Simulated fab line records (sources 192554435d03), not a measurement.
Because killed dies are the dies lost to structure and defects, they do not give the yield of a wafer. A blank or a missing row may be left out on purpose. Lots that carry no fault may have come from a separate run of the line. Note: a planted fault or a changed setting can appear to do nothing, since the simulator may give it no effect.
fab line records    flow n5_finfet
[record] lots = 12  wafers = 36  last_day = 17
route steps=1938 shown BEOL_M13@1707 BEOL_M14@1718
lots that met no fault: taken from a fault-free run of the same line
start_h: hours from the record's first day to the start of the lot's first wafer shown    wait_h: time in hours since the lot's previous step    " as in the row above    L1.1+2: one row covering several wafers at once    - no value present, or no start provided    * or withheld: withheld    < > ~ a bound
route shown NAME@n: names a module that has steps shown in the file, with the first one's number in the route    usual: average and standard deviation across the fault-free wafers    same: alike in all rows    chamber/n: place in a boat    sites: the reading at each site    _std_site: standard deviation across them    _edge_site: mean of outer sites minus mean of inner sites    radius_mm: for every site, how far away it sits from the centre of the wafer    mask NAME#n: copy n    behind: tool/chamber where the wafer was last shaped    hold: reason for holding the lot/hours on hold/outcome of the hold    device: which transistor (n, p or np) failed to switch    end of line: tests of these same wafers at the route's end    step lacking rows: just its recipe    killed: count of dies lost to structure and defects at first sort (not the wafer's yield)    map: the dies of a wafer, with x for killed, . for not killed, _ for no die there
set.NAME: the setting as run; set.NAME@STEP: as run at that earlier step    model.NAME: the simulator's own value behind a step, which no gauge read
a sample of lots followed through the steps of the route, with each step as a table and each wafer as a row
services: a tool's chamber out of use, with start hour (start_h, from the record's first day; less than 0 if before it), hours out, and reason
[[steps]]
[step N5_BEOL_M13_SPUTTER_45]
[recipe] material = Cu  target_thk_a = 800  temp_c = -20  bias_v = 60  power_w = 26000  chamber_pressure_pa = 0.13  time_s = 13.33
[usual] chamber_pressure_pa = 0.12998/0.00024  substrate_temp_c = -20.02/0.11  susceptor_temp_C = -20.00/0.11  throttle_valve_pct = 29.8/1.2
lot.wafer  tool            chamber  start_h  wait_h  chamber_pressure_pa  substrate_temp_c  susceptor_temp_C  throttle_valve_pct
L569.2     pvd_sputter-03  -        248.26   0.0     0.12994              -20.03            -19.95            31.0
L569.4     "               -        "        "       0.1298               -20.17            -19.83            31.1
L569.5     "               -        "        "       0.12972              -19.82            -19.96            31.0
L572.1     pvd_sputter-01  -        274.76   0.0     0.12975              -20.04            -19.89            29.7
L572.2     "               -        "        "       0.12994              -20.11            -20.04            27.5
L572.5     "               -        "        "       0.13005              -19.95            -19.95            30.3
L573.2     pvd_sputter-02  -        281.03   0.0     0.12975              -19.79            -20.13            30.6
L573.3     "               -        "        "       0.13028              -20.06            -19.91            30.8
L573.4     "               -        "        "       0.13026              -20.19            -20.03            29.2
L575.2     pvd_sputter-03  -        285.80   0.0     0.12986              -20.07            -19.88            31.2
L575.3     "               -        "        "       0.13005              -19.98            -19.82            30.3
L575.6     "               -        "        "       0.13032              -20.03            -19.97            29.2
L576.2     pvd_sputter-03  -        304.87   0.0     0.13006              -19.76            -20.00            29.0
L576.3     "               -        "        "       0.13016              -19.83            -19.95            30.7
L576.6     "               -        "        "       0.13                 -19.98            -20.13            30.9
L578.4     pvd_sputter-01  -        322.31   0.0     0.12994              -20.03            -20.02            26.6
L578.5     "               -        "        "       0.13016              -20.02            -20.10            29.8
L578.6     "               -        "        "       0.12989              -20.15            -20.01            30.5
L583.1     pvd_sputter-03  -        340.08   0.0     0.13025              -19.97            -20.43            31.4
L583.3     "               -        "        "       0.13013              -20.04            -19.94            30.3
L583.6     "               -        "        "       0.12988              -19.96            -19.93            31.3
L584.3     pvd_sputter-01  -        343.29   0.0     0.12991              -20.13            -20.06            30.4
L584.5     "               -        "        "       0.12988              -20.08            -19.89            30.3
L584.6     "               -        "        "       0.12948              -19.99            -20.13            26.8
L585.2     pvd_sputter-02  -        356.82   0.0     0.13031              -20.00            -19.95            30.6
L585.4     "               -        "        "       0.12989              -19.93            -20.06            29.6
L585.6     "               -        "        "       0.12985              -19.96            -20.12            29.8
L587.2     pvd_sputter-02  -        361.28   0.0     0.1303               -19.93            -19.89            29.5
L587.4     "               -        "        "       0.12986              -20.06            -19.90            30.8
L587.6     "               -        "        "       0.12971              -20.04            -19.97            30.5
L588.1     pvd_sputter-02  -        361.60   0.0     0.13004              -19.96            -19.91            31.0
L588.2     "               -        "        "       0.12991              -20.07            -20.03            29.6
L588.6     "               -        "        "       0.13001              -20.07            -19.90            30.5
L589.2     pvd_sputter-02  -        381.81   0.0     0.13018              -20.26            -20.17            29.2
L589.3     "               -        "        "       0.12981              -19.97            -20.12            30.7
L589.5     "               -        "        "       0.13009              -20.13            -20.10            29.6
[step N5_BEOL_M13_ANNEAL_48]
[recipe] temp_c = 225  time_s = 90  ambient = N2
[usual] wafer_temp_C_max = 225.77/0.25
lot.wafer  tool           chamber  start_h  wait_h  wafer_temp_C_max
L569.2     rtp_anneal-02  0        248.58   0.2     226.07
L569.4     "              0        "        "       225.80
L569.5     "              0        "        "       225.97
L572.1     rtp_anneal-02  0        275.04   0.1     225.83
L572.2     "              0        "        "       225.99
L572.5     "              0        "        "       226.39
L573.2     rtp_anneal-02  0        282.03   0.8     226.05
L573.3     "              0        "        "       225.82
L573.4     "              0        "        "       225.77
L575.2     rtp_anneal-02  0        286.12   0.2     225.56
L575.3     "              0        "        "       226.08
L575.6     "              0        "        "       225.77
L576.2     rtp_anneal-01  0        305.19   0.2     225.32
L576.3     "              0        "        "       225.57
L576.6     "              0        "        "       225.67
L578.4     rtp_anneal-01  0        322.72   0.2     225.46
L578.5     "              0        "        "       225.54
L578.6     "              0        "        "       225.23
L583.1     rtp_anneal-02  0        340.38   0.1     225.85
L583.3     "              0        "        "       226.09
L583.6     "              0        "        "       225.87
L584.3     rtp_anneal-02  0        343.93   0.4     225.64
L584.5     "              0        "        "       225.68
L584.6     "              0        "        "       226.41
L585.2     rtp_anneal-01  0        357.44   0.3     225.43
L585.4     "              0        "        "       225.68
L585.6     "              0        "        "       225.51
L587.2     rtp_anneal-01  0        361.65   0.2     225.56
L587.4     "              0        "        "       225.74
L587.6     "              0        "        "       225.49
L588.1     rtp_anneal-01  0        362.68   0.9     225.90
L588.2     "              0        "        "       225.57
L588.6     "              0        "        "       225.78
L589.2     rtp_anneal-02  0        382.25   0.3     225.98
L589.3     "              0        "        "       225.58
L589.5     "              0        "        "       226.13
[step N5_BEOL_M14_COAT_58]
[recipe] resist = BARC  temp_c = 205  time_s = 60  spin_rpm = 1500  resist_thk_nm = 89
[usual] dispense_pressure_kPa = 52.1/1.9  spin_speed_rpm = 1499.9/0.9
lot.wafer  tool            chamber  start_h  wait_h  dispense_pressure_kPa  spin_speed_rpm
L569.2     litho_track-01  0        249.54   0.0     50.2                   1499.4
L569.4     "               0        "        "       50.2                   1500.2
L569.5     "               0        "        "       50.2                   1501.0
L572.1     litho_track-05  0        276.16   0.0     54.7                   1500.8
L572.2     "               0        "        "       54.7                   1500.4
L572.5     "               0        "        "       54.7                   1501.8
L573.2     litho_track-01  0        282.99   0.0     50.3                   1499.6
L573.3     "               0        "        "       50.2                   1499.8
L573.4     "               0        "        "       50.2                   1498.9
L575.2     litho_track-05  0        287.08   0.0     54.7                   1500.2
L575.3     "               0        "        "       54.7                   1500.1
L575.6     "               0        "        "       54.7                   1499.6
L576.2     litho_track-01  0        306.17   0.0     50.2                   1501.3
L576.3     "               0        "        "       50.2                   1500.4
L576.6     "               0        "        "       50.2                   1500.8
L578.4     litho_track-05  0        323.64   0.0     54.7                   1498.1
L578.5     "               0        "        "       54.7                   1498.2
L578.6     "               0        "        "       54.7                   1499.2
L583.1     litho_track-05  0        341.38   0.0     54.8                   1365.2
L583.3     "               0        "        "       54.7                   1365.0
L583.6     "               0        "        "       54.7                   1364.7
L584.3     litho_track-05  0        344.84   0.0     54.8                   1365.8
L584.5     "               0        "        "       54.7                   1365.9
L584.6     "               0        "        "       54.7                   1365.0
L585.2     litho_track-05  0        358.41   0.0     54.8                   1366.9
L585.4     "               0        "        "       54.7                   1365.3
L585.6     "               0        "        "       54.7                   1365.6
L587.2     litho_track-02  0        362.61   0.0     52.6                   1500.9
L587.4     "               0        "        "       52.6                   1500.9
L587.6     "               0        "        "       52.6                   1502.3
L588.1     litho_track-01  0        363.69   0.0     50.3                   1500.2
L588.2     "               0        "        "       50.3                   1500.5
L588.6     "               0        "        "       50.2                   1500.9
L589.2     litho_track-01  0        383.31   0.0     50.2                   1500.2
L589.3     "               0        "        "       50.3                   1499.0
L589.5     "               0        "        "       50.3                   1499.4
[step N5_BEOL_M14_CD_MEAS_10]
[recipe] target_cd_nm = 250  landing_energy_ev = 500  detector = se_inlens  polarity = opening
[usual] cd_nm = 249.9/1.3
lot.wafer  tool       chamber  start_h  wait_h  cd_nm
L569.2     cd_sem-03  0        249.82   -       249.7
L569.4     "          0        "        "       251.3
L569.5     "          0        "        "       250.4
L572.1     cd_sem-03  0        277.64   -       251.3
L572.2     "          0        "        "       249.4
L572.5     "          0        "        "       250.1
L573.2     cd_sem-02  0        283.26   -       249.0
L573.3     "          0        "        "       249.5
L573.4     "          0        "        "       251.0
L575.2     cd_sem-03  0        287.48   -       251.1
L575.3     "          0        "        "       250.2
L575.6     "          0        "        "       250.0
L576.2     cd_sem-01  0        306.44   -       251.2
L576.3     "          0        "        "       250.8
L576.6     "          0        "        "       249.3
L578.4     cd_sem-03  0        323.92   -       252.0
L578.5     "          0        "        "       250.9
L578.6     "          0        "        "       250.2
L583.1     cd_sem-01  0        341.66   -       248.7
L583.3     "          0        "        "       249.3
L583.6     "          0        "        "       249.3
L584.3     cd_sem-03  0        345.24   -       249.0
L584.5     "          0        "        "       249.1
L584.6     "          0        "        "       250.7
L585.2     cd_sem-02  0        358.82   -       250.4
L585.4     "          0        "        "       250.9
L585.6     "          0        "        "       250.2
L587.2     cd_sem-01  0        363.01   -       250.6
L587.4     "          0        "        "       250.3
L587.6     "          0        "        "       249.3
L588.1     cd_sem-03  0        364.09   -       250.9
L588.2     "          0        "        "       251.8
L588.6     "          0        "        "       251.1
L589.2     cd_sem-01  0        383.59   -       249.7
L589.3     "          0        "        "       250.7
L589.5     "          0        "        "       250.7
[[services]]
tool            chamber  start_h  hours  kind
pvd_sputter-03  -        335.59   1.7    repair
[[key]]
[first_sign] step = N5_BEOL_M14_COAT_58  reading = spin_speed_rpm  direction = down  sigmas = 99+  usual = *  struck = *
effect none on later readings
met_at N5_BEOL_M14_COAT_58
struck_lots L583,L584,L585
not_acting_at N5_BEOL_M13_SPUTTER_45,N5_BEOL_M13_ANNEAL_48,N5_BEOL_M14_CD_MEAS_10
onset_between 323.64 341.38
[fault] kind = process_parameter_drift  tool = litho_track-05  chamber = -  onset_h = 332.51  steps = N5_BEOL_M14_COAT_58  channel = spin_rpm  offset = *  shape = step  end_h = 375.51  acts_in = *  stated = *
